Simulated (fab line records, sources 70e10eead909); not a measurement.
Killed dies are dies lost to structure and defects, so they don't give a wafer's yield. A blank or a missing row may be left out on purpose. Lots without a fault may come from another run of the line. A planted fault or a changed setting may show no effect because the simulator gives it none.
fab line records | flow nand_harc
record lots=24 wafers=72 last_day=24
route steps=1159 shown A_STAIRCASE@582
lots that met no fault: from a run of the same line without faults
start_h: hours from the record's first day to the start of the lot's first wafer shown | wait_h: hours since the lot's step before | " the same as in the row above | L1.1+2: a row that stands for several wafers | - no value, or no start given | * or withheld: withheld | < > ~ a bound
route shown NAME@n: a module of which the file shows steps, and the number in the route of the first | usual: mean/standard deviation of fault-free wafers | same: alike in all rows | chamber/n: place in a boat | sites: the reading at each site | _std_site: their standard deviation | _edge_site: outer sites' mean less inner sites' | radius_mm: how far each site lies from the wafer's centre | mask NAME#n: copy n | behind: the tool/chamber that last shaped the wafer | hold: why the lot was held/for how many hours/how that ended | device: the transistor (n, p or np) that didn't switch | end of line: the same wafers' tests at the end of the route | a step without rows: its recipe alone | killed: dies lost to structure and defects at the first sort, not the wafer's yield | map: a wafer's dies, x killed, . not, _ none there
set.NAME: the setting as run; set.NAME@STEP: as run at that earlier step | model.NAME: the simulator's own value behind a step, which no gauge read
steps of the route over a sample of lots; a table a step, a row a wafer
services: from which hour (start_h, from the record's first day; less than 0 if before it) a tool's chamber was out of use, for how many hours, and why
## steps
# step NHARC_A_STAIRCASE_ETCH_188
# recipe target_depth_a=1000 time_s=40.5 ion_energy_ev=400 c4f8_flow_sccm=20 o2_flow_sccm=10 ar_flow_sccm=withheld rf_w=600 bias_w=1000 chemistry=C4F8/O2
# usual oes_product_au=0.937/0.012 rf_vpp_V=896/5.2
# columns lot.wafer tool chamber start_h wait_h oes_product_au rf_hours_counter_h rf_vpp_V
L075.1 rie_diel-09 0 - - 0.918 56 898
L075.4 " 1 " " 0.922 58 894
L075.3 " 2 " " 0.921 55 895
L074.3 rie_diel-11 3 - - 0.951 15 888
L074.2 " 0 " " 0.940 17 899
L074.1 " 2 " " 0.937 14 897
L076.3 rie_diel-09 2 - - 0.942 60 895
L076.6 " 0 " " 0.947 - 895
L076.5 " 1 " " 0.931 - 896
L077.2 rie_diel-08 0 - - 0.931 44 901
L077.6 " 2 " " 0.941 - 904
L077.5 " 3 " " 0.940 - 892
L078.1 rie_diel-11 0 - - 0.926 24 899
L078.5 " 0 " " 0.918 - 900
L078.4 " 3 " " 0.927 - 889
L079.4 rie_diel-08 1 - - 0.953 51 890
L079.3 " 2 " " 0.958 51 905
L079.2 " 3 " " 0.948 47 892
L081.4 rie_diel-09 3 - - 0.945 5 907
L081.1 " 0 " " 0.944 5 894
L081.2 " 1 " " 0.942 5 895
L080.4 rie_diel-09 1 - - 0.926 6 895
L080.2 " 2 " " 0.922 7 894
L080.3 " 3 " " 0.917 6 906
L082.4 rie_diel-09 2 - - 0.941 10 894
L082.3 " 3 " " 0.948 9 906
L082.2 " 0 " " 0.961 7 896
L083.2 rie_diel-09 1 - - 0.935 11 895
L083.1 " 2 " " 0.931 13 893
L083.4 " 0 " " 0.934 12 896
L084.2 rie_diel-09 1 - - 0.948 15 895
L084.4 " 2 " " 0.951 16 894
L084.5 " 2 " " 0.952 - 895
L085.1 rie_diel-11 0 - - 0.957 42 898
L085.3 " 1 " " 0.956 39 902
L085.6 " 1 " " 0.954 - 899
L087.4 rie_diel-09 2 - - 0.954 23 895
L087.1 " 3 " " 0.948 22 906
L087.2 " 1 " " 0.942 20 893
L086.4 rie_diel-11 3 - - 0.933 42 888
L086.3 " 2 " " 0.923 42 895
L086.6 " 3 " " 0.934 - 888
L088.4 rie_diel-09 1 - - 0.936 21 896
L088.2 " 3 " " 0.928 23 905
L088.5 " 0 " " 0.931 - 896
L089.4 rie_diel-09 2 - - 0.956 27 895
L089.3 " 0 " " 0.944 23 896
L089.2 " 1 " " 0.942 24 894
L090.3 rie_diel-11 1 - - 0.948 45 901
L090.6 " 1 " " 0.950 - 901
L090.5 " 2 " " 0.931 - 895
L093.3 rie_diel-09 3 - - 0.921 33 906
L093.5 " 3 " " 0.924 - 905
L093.4 " 1 " " 0.931 - 894
L092.1 rie_diel-11 1 - - 0.932 53 899
L092.2 " 0 " " 0.925 56 899
L092.6 " 1 " " 0.933 - 899
L091.3 rie_diel-11 0 - - 0.924 57 899
L091.4 " 2 " " 0.911 56 895
L091.5 " 0 " " 0.927 - 900
L094.4 rie_diel-11 2 - - 0.926 57 895
L094.3 " 0 " " 0.926 58 897
L094.6 " 1 " " 0.937 - 898
L095.1 rie_diel-08 0 - - 0.944 19 900
L095.4 " 1 " " 0.943 17 889
L095.6 " 2 " " 0.945 - 904
L096.4 rie_diel-08 3 - - 0.923 18 891
L096.3 " 0 " " 0.925 20 900
L096.1 " 1 " " 0.923 18 888
L097.4 rie_diel-09 3 - - 0.919 42 904
L097.3 " 0 " " 0.928 40 895
L097.1 " 2 " " 0.927 30 895
# step NHARC_A_STAIRCASE_ETCH_192
# recipe target_depth_a=1000 time_s=40.5 ion_energy_ev=400 c4f8_flow_sccm=20 o2_flow_sccm=10 ar_flow_sccm=withheld rf_w=600 bias_w=1000 chemistry=C4F8/O2
# usual oes_product_au=0.940/0.0097 rf_vpp_V=896/5.3
# columns lot.wafer tool chamber start_h wait_h oes_product_au rf_hours_counter_h rf_vpp_V
L075.4 rie_diel-09 3 - - 0.935 52 886
L075.1 " 0 " " 0.945 57 897
L075.3 " 2 " " 0.941 55 896
L074.3 rie_diel-11 1 - - 0.943 16 900
L074.1 " 3 " " 0.953 16 887
L074.2 " 0 " " 0.943 17 899
L076.3 rie_diel-09 0 - - 0.933 63 897
L076.6 " 2 " " 0.947 - 895
L076.5 " 3 " " 0.943 - 888
L077.2 rie_diel-08 1 - - 0.954 48 887
L077.5 " 2 " " 0.955 - 905
L077.6 " 3 " " 0.952 - 893
L078.1 rie_diel-11 0 - - 0.948 25 899
L078.5 " 3 " " 0.942 - 889
L078.4 " 0 " " 0.946 - 899
L079.3 rie_diel-08 0 - - 0.938 48 900
L079.4 " 1 " " 0.948 51 887
L079.2 " 2 " " 0.932 51 906
L081.4 rie_diel-09 2 - - 0.938 7 895
L081.2 " 3 " " 0.941 6 906
L081.1 " 0 " " 0.946 5 898
L080.3 rie_diel-09 0 - - 0.957 5 896
L080.4 " 1 " " 0.942 6 895
L080.2 " 2 " " 0.940 7 894
L082.3 rie_diel-09 2 - - 0.963 10 894
L082.4 " 3 " " 0.950 9 906
L082.2 " 0 " " 0.960 8 896
L083.4 rie_diel-09 1 - - 0.933 12 895
L083.2 " 3 " " 0.932 13 904
L083.1 " 0 " " 0.940 12 895
L084.2 rie_diel-09 2 - - 0.941 17 894
L084.4 " 0 " " 0.943 14 896
L084.5 " 2 " " 0.936 - 895
L085.3 rie_diel-11 3 - - 0.940 42 887
L085.1 " 1 " " 0.942 39 899
L085.6 " 0 " " 0.934 - 899
L087.1 rie_diel-09 2 - - 0.950 23 894
L087.4 " 0 " " 0.942 19 896
L087.2 " 1 " " 0.956 20 895
L086.4 rie_diel-11 3 - - 0.940 42 887
L086.3 " 2 " " 0.921 42 896
L086.6 " 0 " " 0.934 - 898
L088.4 rie_diel-09 0 - - 0.940 21 895
L088.2 " 1 " " 0.939 22 895
L088.5 " 1 " " 0.925 - 895
L089.2 rie_diel-09 2 - - 0.953 27 894
L089.3 " 3 " " 0.952 26 905
L089.4 " 0 " " 0.935 23 895
L090.3 rie_diel-11 2 - - 0.947 47 896
L090.5 " 3 " " 0.946 - 887
L090.6 " 0 " " 0.941 - 897
L093.3 rie_diel-09 3 - - 0.932 34 906
L093.4 " 1 " " 0.945 - 895
L093.5 " 3 " " 0.939 - 903
L092.1 rie_diel-11 0 - - 0.941 56 898
L092.2 " 2 " " 0.942 55 894
L092.6 " 3 " " 0.946 - 889
L091.3 rie_diel-11 2 - - 0.932 56 895
L091.4 " 0 " " 0.944 57 898
L091.5 " 3 " " 0.952 - 886
L094.4 rie_diel-11 1 - - 0.942 55 901
L094.3 " 0 " " 0.926 58 899
L094.6 " 2 " " 0.922 - 894
L095.4 rie_diel-08 3 - - 0.924 18 891
L095.1 " 1 " " 0.934 18 887
L095.6 " 3 " " 0.932 - 893
L096.4 rie_diel-08 2 - - 0.951 23 904
L096.3 " 3 " " 0.949 19 892
L096.1 " 0 " " 0.930 20 899
L097.4 rie_diel-09 3 - - 0.922 43 905
L097.1 " 0 " " 0.918 41 896
L097.3 " 1 " " 0.938 42 894
# step NHARC_A_STAIRCASE_TRIM_200
# recipe time_s=211.2 o2_flow_sccm=500 ar_flow_sccm=0 bias_w=0 chemistry=O2
# usual drypump_motor_current_A=5.5/0.5 oes_product_au=1.000/0.0072 rf_vpp_V=57.9/0.91 showerhead_plenum_p_Torr=3.56/0.15 throttle_valve_pct=17.037/0.0091
# columns lot.wafer tool chamber start_h wait_h drypump_motor_current_A oes_product_au rf_hours_counter_h rf_vpp_V showerhead_plenum_p_Torr throttle_valve_pct
L075.1 rie_diel-09 0 - - 5.1 0.995 58 59.0 3.54 17.037
L075.3 " 1 " " 4.9 1.001 59 56.4 3.50 17.027
L075.4 " 2 " " 4.9 0.987 56 57.1 3.51 17.035
L074.1 rie_diel-08 3 - - 5.5 1.001 40 59.3 3.42 17.039
L074.3 " 0 " " 6.2 0.998 41 58.0 3.66 17.051
L074.2 " 2 " " 5.4 1.010 42 59.0 3.78 17.038
L076.3 rie_diel-11 0 - - 6.0 0.993 21 58.6 3.61 17.026
L076.5 " 3 " " 6.5 0.996 - 58.1 3.32 17.046
L076.6 " 0 " " 6.0 0.987 - 58.1 3.61 17.047
L077.2 rie_diel-09 2 - - 4.9 0.997 60 57.6 3.50 17.036
L077.6 " 0 " " 5.1 0.992 - 58.1 3.53 17.031
L077.5 " 1 " " 4.9 0.991 - 57.2 3.49 17.012
L078.1 rie_diel-11 0 - - 6.0 0.989 25 58.8 3.61 17.044
L078.5 " 3 " " 6.5 0.993 - 57.7 3.32 17.031
L078.4 " 2 " " 5.8 0.999 - 57.1 3.52 17.025
L079.3 rie_diel-08 1 - - 5.6 0.998 52 58.4 3.32 17.019
L079.2 " 2 " " 5.4 0.996 52 59.1 3.78 17.041
L079.4 " 3 " " 5.5 0.998 48 56.2 3.42 17.031
L081.4 rie_diel-08 3 - - 5.4 1.007 55 57.2 3.41 17.023
L081.1 " 0 " " 6.2 1.008 54 59.0 3.66 17.027
L081.2 " 1 " " 5.6 1.005 57 56.2 3.32 17.038
L080.4 rie_diel-09 3 - - 5.5 0.999 7 59.6 3.80 17.042
L080.3 " 1 " " 4.9 0.991 7 57.5 3.49 17.053
L080.2 " 2 " " 4.9 1.005 8 57.8 3.50 17.028
L082.4 rie_diel-09 1 - - 4.9 0.999 10 58.2 3.49 17.024
L082.3 " 2 " " 4.9 1.006 11 57.1 3.50 17.034
L082.2 " 3 " " 5.6 0.996 11 57.8 3.80 17.038
L083.2 rie_diel-09 2 - - 4.9 1.019 13 56.6 3.50 17.046
L083.4 " 3 " " 5.5 1.001 14 58.0 3.80 17.020
L083.1 " 0 " " 5.0 1.009 12 57.9 3.52 17.035
L084.2 rie_diel-09 3 - - 5.5 0.986 16 58.5 3.80 17.041
L084.4 " 1 " " 4.9 1.006 16 57.7 3.48 17.046
L084.5 " 3 " " 5.6 0.994 - 58.3 3.80 17.034
L087.1 rie_diel-09 2 - - 4.9 1.000 24 58.3 3.49 17.022
L087.2 " 3 " " 5.6 1.009 23 57.9 3.80 17.047
L087.4 " 0 " " 5.0 1.002 20 58.4 3.52 17.047
L085.3 rie_diel-09 0 - - 5.0 1.008 20 58.4 3.52 17.034
L085.1 " 2 " " 4.9 0.994 24 57.3 3.49 17.046
L085.6 " 3 " " 5.5 0.992 - 58.0 3.79 17.035
L088.4 rie_diel-09 2 - - 4.9 0.994 25 57.3 3.49 17.043
L088.2 " 1 " " 4.9 1.013 22 56.7 3.48 17.044
L088.5 " 3 " " 5.5 1.001 - 58.2 3.79 17.031
L086.4 rie_diel-11 1 - - 6.1 1.004 42 57.6 3.65 17.039
L086.3 " 3 " " 6.5 0.992 44 56.9 3.31 17.035
L086.6 " 0 " " 6.0 1.001 - 59.9 3.60 17.046
L089.3 rie_diel-09 0 - - 5.1 1.003 24 58.0 3.52 17.039
L089.2 " 1 " " 4.9 1.012 25 58.8 3.48 17.054
L089.4 " 3 " " 5.5 0.995 - 59.6 3.79 17.037
L090.3 rie_diel-11 0 - - 6.0 0.994 48 59.1 3.60 17.042
L090.5 " 1 " " 6.2 1.004 - 58.0 3.65 17.046
L090.6 " 2 " " 5.8 1.005 - 56.5 3.50 17.052
L093.3 rie_diel-08 2 - - 5.3 0.992 - 58.6 3.76 17.040
L093.4 " 0 " " 6.2 1.000 - 57.4 3.64 17.033
L093.5 " 0 " " 6.2 1.012 - 59.3 3.64 17.036
L092.2 rie_diel-08 0 - - 6.2 1.005 15 58.8 3.64 17.041
L092.1 " 3 " " 5.5 1.003 13 57.5 3.40 17.030
L092.6 " 0 " " 6.2 0.996 - 59.0 3.64 17.038
L091.3 rie_diel-11 1 - - 6.2 1.003 54 57.5 3.64 17.031
L091.4 " 3 " " 6.5 0.999 57 57.1 3.30 17.040
L091.5 " 1 " " 6.2 0.996 - 59.2 3.64 17.037
L094.3 rie_diel-09 1 - - 4.9 1.014 36 58.6 3.47 17.050
L094.6 " 1 " " 4.9 1.015 - 57.2 3.47 17.027
L094.4 " 3 " " 5.6 1.005 - 57.6 3.79 17.029
L096.4 rie_diel-08 0 - - 6.2 0.996 21 56.8 3.64 17.041
L096.3 " 1 " " 5.6 1.002 19 56.8 3.30 17.039
L096.1 " 2 " " 5.3 0.992 24 58.4 3.76 17.028
L095.4 rie_diel-09 1 - - 4.9 1.014 41 58.1 3.47 17.025
L095.1 " 2 " " 4.9 0.995 30 59.4 3.49 17.036
L095.6 " 0 " " 5.0 0.986 - 60.2 3.51 17.050
L097.4 rie_diel-09 0 - - 5.0 0.999 41 57.6 3.51 17.045
L097.3 " 1 " " 4.9 1.003 43 57.9 3.47 17.016
L097.1 " 2 " " 4.9 0.996 31 57.7 3.49 17.024
# step NHARC_A_STAIRCASE_TRIM_233
# recipe time_s=211.2 o2_flow_sccm=500 ar_flow_sccm=0 bias_w=0 chemistry=O2
# usual drypump_motor_current_A=5.4/0.49 oes_product_au=1.000/0.007 rf_vpp_V=57.9/0.88 showerhead_plenum_p_Torr=3.55/0.15 throttle_valve_pct=17.036/0.01
# columns lot.wafer tool chamber start_h wait_h drypump_motor_current_A oes_product_au rf_hours_counter_h rf_vpp_V showerhead_plenum_p_Torr throttle_valve_pct
L075.3 rie_diel-09 1 - - 4.9 1.010 60 58.3 3.49 17.033
L075.4 " 2 " " 4.9 1.004 56 58.0 3.51 17.032
L075.1 " 3 " " 5.5 0.993 54 57.9 3.28 17.026
L074.1 rie_diel-08 1 - - 5.6 1.004 47 57.5 3.32 17.037
L074.2 " 2 " " 5.4 1.015 46 57.9 3.78 17.042
L074.3 " 3 " " 5.5 1.003 44 57.1 3.42 17.046
L076.3 rie_diel-08 0 - - 6.2 1.013 46 56.8 3.66 17.035
L076.6 " 0 " " 6.2 0.999 - 58.1 3.66 17.032
L076.5 " 1 " " 5.6 1.005 - 57.3 3.32 17.029
L077.2 rie_diel-11 3 - - 6.6 1.003 23 57.4 3.32 17.025
L077.6 " 0 " " 6.0 0.984 - 58.4 3.61 17.022
L077.5 " 2 " " 5.9 0.999 - 58.3 3.52 17.025
L078.4 rie_diel-09 0 - - 5.0 0.997 0 57.5 3.53 17.036
L078.1 " 2 " " 4.9 0.996 0 57.7 3.50 17.034
L078.5 " 1 " " 4.9 0.991 - 56.7 3.49 17.031
L079.3 rie_diel-11 0 - - 6.0 0.993 29 57.5 3.61 17.034
L079.4 " 1 " " 6.2 1.004 24 58.2 3.66 17.015
L079.2 " 2 " " 5.9 0.992 26 57.6 3.51 17.030
L081.2 rie_diel-08 0 - - 6.2 1.003 55 57.6 3.66 17.024
L081.1 " 2 " " 5.3 0.995 59 58.1 3.77 17.044
L081.4 " 3 " " 5.4 1.004 56 58.7 3.41 17.037
L080.3 rie_diel-09 2 - - 4.9 0.994 10 58.1 3.50 17.036
L080.4 " 3 " " 5.5 0.988 9 59.1 3.80 17.023
L080.2 " 0 " " 5.1 0.993 7 58.4 3.53 17.045
L082.2 rie_diel-08 2 - - 5.4 1.004 62 57.9 3.77 17.046
L082.4 " 3 " " 5.4 1.004 58 58.4 3.41 17.016
L082.3 " 1 " " 5.6 1.000 62 58.0 3.31 17.048
L083.4 rie_diel-09 3 - - 5.5 0.999 15 60.0 3.80 17.031
L083.2 " 0 " " 5.1 0.998 13 58.9 3.52 17.057
L083.1 " 1 " " 4.9 1.008 13 57.1 3.49 17.036
L084.4 rie_diel-09 1 - - 4.9 0.999 16 57.2 3.48 17.036
L084.2 " 0 " " 5.1 1.003 16 57.2 3.52 17.025
L084.5 " 2 " " 4.9 0.999 - 57.4 3.49 17.024
L085.1 rie_diel-09 0 - - 5.1 1.016 23 57.9 3.52 17.029
L085.3 " 1 " " 4.9 1.007 24 57.3 3.48 17.047
L085.6 " 0 " " 5.0 1.004 - 57.3 3.52 17.039
L087.4 rie_diel-11 0 - - 6.0 1.015 46 56.4 3.60 17.039
L087.2 " 1 " " 6.2 1.007 44 58.3 3.65 17.031
L087.1 " 2 " " 5.8 1.007 46 57.5 3.50 17.035
L088.4 rie_diel-11 0 325.45 - 6.0 1.004 47 58.8 3.60 17.050
L088.2 " 1 " " 6.2 1.011 45 58.0 3.65 17.030
L088.5 " 2 " " 5.8 1.008 - 58.0 3.50 17.032
L086.3 rie_diel-09 0 - - 5.1 0.993 24 59.3 3.52 17.022
L086.6 " 0 " " 5.1 1.002 - 56.3 3.52 17.032
L086.4 " 1 " " 4.9 1.010 - 57.8 3.48 17.040
L089.4 rie_diel-08 0 - - 6.2 1.009 8 57.7 3.65 17.037
L089.2 " 1 " " 5.6 1.003 7 57.1 3.31 17.033
L089.3 " 2 " " 5.4 1.002 8 57.9 3.77 17.039
L090.3 rie_diel-09 1 - - 4.9 0.998 27 57.8 3.48 17.028
L090.6 " 3 " " 5.6 1.001 - 59.8 3.79 17.046
L090.5 " 1 " " 4.9 0.989 - 57.2 3.48 17.012
L093.3 rie_diel-09 3 - - 5.5 0.998 36 58.3 3.79 17.030
L093.4 " 1 " " 4.9 1.020 - 57.6 3.47 17.040
L093.5 " 0 " " 5.1 1.011 - 57.8 3.51 17.050
L092.2 rie_diel-08 2 - - 5.3 0.997 19 59.1 3.76 17.048
L092.1 " 0 " " 6.2 1.001 17 59.4 3.64 17.025
L092.6 " 3 " " 5.5 0.997 - 58.7 3.40 17.038
L091.3 rie_diel-08 3 - - 5.5 0.999 16 57.1 3.40 17.044
L091.4 " 1 " " 5.6 1.002 15 58.2 3.30 17.051
L091.5 " 3 " " 5.5 0.993 - 57.2 3.40 17.038
L094.4 rie_diel-09 3 - - 5.5 0.993 40 59.1 3.78 17.045
L094.3 " 2 " " 4.9 0.993 27 60.0 3.49 17.034
L094.6 " 0 " " 5.1 1.011 - 57.8 3.51 17.053
L096.3 rie_diel-09 0 - - 5.1 1.006 41 59.0 3.51 17.017
L096.1 " 2 " " 4.9 0.992 31 55.9 3.49 17.060
L096.4 " 3 " " 5.5 0.996 43 59.3 3.78 17.035
L095.4 rie_diel-09 0 - - 5.1 0.997 42 59.2 3.51 17.027
L095.1 " 1 " " 4.9 1.012 44 57.8 3.47 17.039
L095.6 " 3 " " 5.5 0.992 - 58.2 3.78 17.055
L097.1 rie_diel-09 1 - - 4.9 1.002 45 58.3 3.47 17.039
L097.4 " 3 " " 5.5 0.994 45 59.2 3.78 17.049
L097.3 " 0 " " 5.1 0.997 43 57.6 3.51 17.059
# step NHARC_A_STAIRCASE_HM_OPEN_460
# recipe o2_flow_sccm=400 cos_flow_sccm=20 ar_flow_sccm=0 rf_w=500 bias_w=300 chemistry=O2/COS
# usual drypump_motor_current_A=5.7/0.47 oes_product_au=1.000/0.0078 rf_vpp_V=467/3 showerhead_plenum_p_Torr=3.13/0.14 throttle_valve_pct=28.332/0.0081
# columns lot.wafer tool chamber start_h wait_h drypump_motor_current_A oes_product_au rf_hours_counter_h rf_vpp_V showerhead_plenum_p_Torr throttle_valve_pct
L075.1 rie_diel-11 2 - - 5.8 0.987 17 466 3.11 28.331
L075.4 " 3 " " 6.5 0.994 19 465 2.94 28.326
L075.3 " 0 " " 6.0 0.992 20 468 3.20 28.327
L074.3 rie_diel-08 2 - - 5.3 0.999 49 472 3.35 28.332
L074.2 " 3 " " 5.5 0.991 46 465 3.02 28.332
L074.1 " 0 " " 6.2 1.009 46 469 3.24 28.320
L076.3 rie_diel-09 0 - - 5.0 0.996 1 466 3.12 28.340
L076.6 " 0 " " 5.0 0.994 - 468 3.12 28.325
L076.5 " 1 " " 4.9 0.985 - 468 3.09 28.343
L077.2 rie_diel-08 0 - - 6.2 1.006 49 469 3.24 28.318
L077.5 " 0 " " 6.2 1.003 - 469 3.24 28.347
L077.6 " 1 " " 5.6 1.014 - 463 2.93 28.315
L078.1 rie_diel-08 3 - - 5.5 1.014 50 465 3.02 28.325
L078.4 " 0 " " 6.2 1.003 50 469 3.24 28.328
L078.5 " 0 " " 6.2 0.996 - 469 3.24 28.321
L079.4 rie_diel-08 0 - - 6.2 0.999 54 471 3.24 28.336
L079.2 " 2 " " 5.3 0.992 58 471 3.34 28.308
L079.3 " 3 " " 5.5 1.000 55 466 3.02 28.325
L081.2 rie_diel-11 3 - - 6.5 0.999 32 463 2.93 28.337
L081.4 " 0 " " 6.0 0.997 33 468 3.19 28.344
L081.1 " 2 " " 5.8 0.995 32 467 3.11 28.333
L080.2 rie_diel-11 1 - - 6.2 1.001 31 470 3.24 28.329
L080.3 " 2 " " 5.8 0.982 32 468 3.11 28.331
L080.4 " 0 " " 6.0 0.991 34 467 3.19 28.331
L082.2 rie_diel-08 0 - - 6.2 0.990 60 469 3.23 28.327
L082.4 " 2 " " 5.3 1.003 64 471 3.34 28.342
L082.3 " 3 " " 5.5 0.998 60 464 3.02 28.336
L083.2 rie_diel-09 2 - - 4.9 1.001 18 466 3.09 28.319
L083.4 " 3 " " 5.5 0.997 18 472 3.36 28.336
L083.1 " 0 " " 5.0 1.002 16 467 3.12 28.343
L084.4 rie_diel-11 3 - - 6.5 0.996 38 462 2.93 28.328
L084.2 " 0 " " 6.0 1.005 39 469 3.19 28.325
L084.5 " 1 " " 6.2 0.997 - 470 3.23 28.333
L085.1 rie_diel-08 2 - - 5.4 1.009 8 472 3.33 28.334
L085.3 " 0 " " 6.2 1.015 8 471 3.23 28.335
L085.6 " 2 " " 5.4 1.012 - 473 3.34 28.336
L087.2 rie_diel-11 2 - - 5.8 0.982 48 467 3.10 28.346
L087.4 " 3 " " 6.5 1.003 47 465 2.92 28.322
L087.1 " 0 " " 6.0 1.003 48 469 3.18 28.334
L088.4 rie_diel-11 3 - - 6.5 0.995 47 462 2.92 28.331
L088.2 " 1 " " 6.2 0.999 47 468 3.23 28.327
L088.5 " 3 " " 6.5 1.007 - 464 2.92 28.344
L086.3 rie_diel-09 3 - - 5.5 0.992 29 472 3.36 28.326
L086.6 " 3 " " 5.5 0.994 - 472 3.36 28.329
L086.4 " 1 " " 4.9 1.004 - 466 3.08 28.333
L089.4 rie_diel-08 1 - - 5.6 1.002 10 464 2.92 28.328
L089.2 " 3 " " 5.5 0.999 11 465 3.01 28.332
L089.3 " 0 " " 6.2 0.996 10 470 3.23 28.329
L090.3 rie_diel-08 2 - - 5.4 1.013 12 472 3.33 28.335
L090.6 " 3 " " 5.5 1.003 - 464 3.01 28.336
L090.5 " 0 " " 6.2 1.013 - 469 3.23 28.337
L093.4 rie_diel-11 2 - - 5.9 1.001 60 466 3.09 28.323
L093.3 " 0 " " 6.0 0.996 62 469 3.18 28.327
L093.5 " 2 " " 5.9 0.999 - 467 3.09 28.336
L092.1 rie_diel-08 2 - - 5.3 0.985 24 471 3.33 28.340
L092.2 " 3 " " 5.5 0.997 19 465 3.01 28.342
L092.6 " 2 " " 5.3 0.999 - 471 3.33 28.317
L091.3 rie_diel-08 3 - - 5.5 1.002 21 465 3.01 28.345
L091.4 " 0 " " 6.2 1.003 22 469 3.22 28.333
L091.5 " 3 " " 5.5 1.000 - 464 3.01 28.318
L094.3 rie_diel-09 3 - - 5.6 0.995 44 472 3.35 28.331
L094.4 " 2 " " 4.9 1.002 32 467 3.08 28.331
L094.6 " 0 " " 5.1 1.009 - 466 3.10 28.335
L096.3 rie_diel-08 0 - - 6.2 0.994 27 468 3.22 28.315
L096.4 " 2 " " 5.3 0.992 30 472 3.32 28.317
L096.1 " 3 " " 5.5 1.001 25 465 3.00 28.334
L095.1 rie_diel-09 2 - - 4.9 0.998 35 466 3.08 28.338
L095.4 " 3 " " 5.5 0.999 47 473 3.35 28.335
L095.6 " 0 " " 5.1 1.012 - 467 3.10 28.320
L097.4 rie_diel-11 0 - - 6.0 0.996 3 468 3.18 28.331
L097.3 " 1 " " 6.2 1.011 3 470 3.22 28.334
L097.1 " 2 " " 5.8 1.000 2 468 3.09 28.329
# step NHARC_A_STAIRCASE_HM_DEP_462
# recipe target_thk_a=8000 temp_c=400 material=aC
# usual throttle_valve_pct=34.998/0.0083
# columns lot.wafer tool chamber start_h wait_h throttle_valve_pct
L075.1 acl_dep-02 0 253.33 1.9 34.997
L075.3 " 0 " " 35.002
L075.4 " 0 " " 34.998
L074.1 acl_dep-01 0 259.37 0.1 35.005
L074.2 " 0 " " 35.003
L074.3 " 0 " " 35.001
L076.3 acl_dep-03 0 267.80 0.9 34.988
L076.5 " 0 " " 34.984
L076.6 " 0 " " 35.009
L077.2 acl_dep-01 0 269.62 0.4 35.005
L077.5 " 0 " " 34.994
L077.6 " 0 " " 35.007
L078.1 acl_dep-03 0 272.52 0.1 35.000
L078.4 " 0 " " 34.994
L078.5 " 0 " " 34.992
L079.2 acl_dep-03 0 284.23 0.4 34.989
L079.3 " 0 " " 35.020
L079.4 " 0 " " 34.990
L081.1 acl_dep-03 0 292.31 0.1 35.001
L081.2 " 0 " " 35.011
L081.4 " 0 " " 35.004
L080.2 acl_dep-02 0 294.36 0.6 35.005
L080.3 " 0 " " 35.003
L080.4 " 0 " " 34.996
L082.2 acl_dep-01 0 307.09 3.7 34.998
L082.3 " 0 " " 34.998
L082.4 " 0 " " 35.019
L083.1 acl_dep-01 0 311.16 0.1 35.002
L083.2 " 0 " " 34.992
L083.4 " 0 " " 35.005
L084.2 acl_dep-03 0 315.22 0.4 34.982
L084.4 " 0 " " 34.995
L084.5 " 0 " " 34.983
L085.1 acl_dep-02 0 332.06 0.1 34.991
L085.3 " 0 " " 35.009
L085.6 " 0 " " 34.997
L087.1 acl_dep-01 0 332.13 0.1 34.995
L087.2 " 0 " " 35.006
L087.4 " 0 " " 35.000
L088.2 acl_dep-02 0 336.40 2.7 35.003
L088.4 " 0 " " 34.998
L088.5 " 0 " " 35.005
L086.3 acl_dep-01 0 337.15 1.7 34.980
L086.4 " 0 " " 34.986
L086.6 " 0 " " 34.997
L089.2 acl_dep-03 0 340.07 0.4 34.995
L089.3 " 0 " " 35.003
L089.4 " 0 " " 35.005
L090.3 acl_dep-03 0 342.93 0.7 34.985
L090.5 " 0 " " 34.996
L090.6 " 0 " " 34.994
L092.1 acl_dep-03 0 368.66 1.8 34.987
L092.2 " 0 " " 35.001
L092.6 " 0 370.20 3.3 35.011
L093.3 acl_dep-02 0 369.09 3.9 35.003
L093.4 " 0 " " 34.994
L093.5 " 0 " " 34.996
L091.3 acl_dep-01 0 374.57 3.2 34.999
L091.4 " 0 " " 35.000
L091.5 " 0 " " 34.985
L094.3 acl_dep-03 0 377.08 3.7 35.004
L094.4 " 0 " " 34.998
L094.6 " 0 " " 35.006
L096.1 acl_dep-01 0 382.87 3.3 34.994
L096.3 " 0 " " 35.002
L096.4 " 0 " " 35.000
L095.1 acl_dep-03 0 383.74 0.3 34.997
L095.4 " 0 " " 34.999
L095.6 " 0 " " 34.997
L097.1 acl_dep-01 0 385.42 0.1 35.002
L097.3 " 0 " " 35.001
L097.4 " 0 " " 34.999
## services
# columns tool chamber start_h hours kind
acl_dep-03 - 225.23 13.0 pm
rie_diel-08 0 229.99 1.4 repair
rie_diel-09 0 234.55 - clean
rie_diel-09 1 234.55 - clean
rie_diel-09 2 234.55 - clean
rie_diel-09 3 234.55 - clean
rie_diel-09 - 254.10 9.0 pm
rie_diel-09 0 254.10 9.0 vent_cycle
rie_diel-09 1 254.10 9.0 vent_cycle
rie_diel-09 2 254.10 9.0 vent_cycle
rie_diel-09 3 254.10 9.0 vent_cycle
rie_diel-09 0 263.10 - clean
rie_diel-09 1 263.10 - clean
rie_diel-09 1 263.10 - consumable_replace:focus_ring
rie_diel-09 2 263.10 - clean
rie_diel-09 3 263.10 - clean
rie_diel-09 3 263.10 - consumable_replace:showerhead
acl_dep-01 - 293.79 13.0 pm
rie_diel-08 - 302.28 9.0 pm
rie_diel-08 0 341.33 3.9 repair
rie_diel-08 1 343.02 7.6 repair
rie_diel-08 3 343.92 6.9 repair
acl_dep-02 - 350.83 13.0 pm
rie_diel-11 - 366.51 9.0 pm
## key
fault none
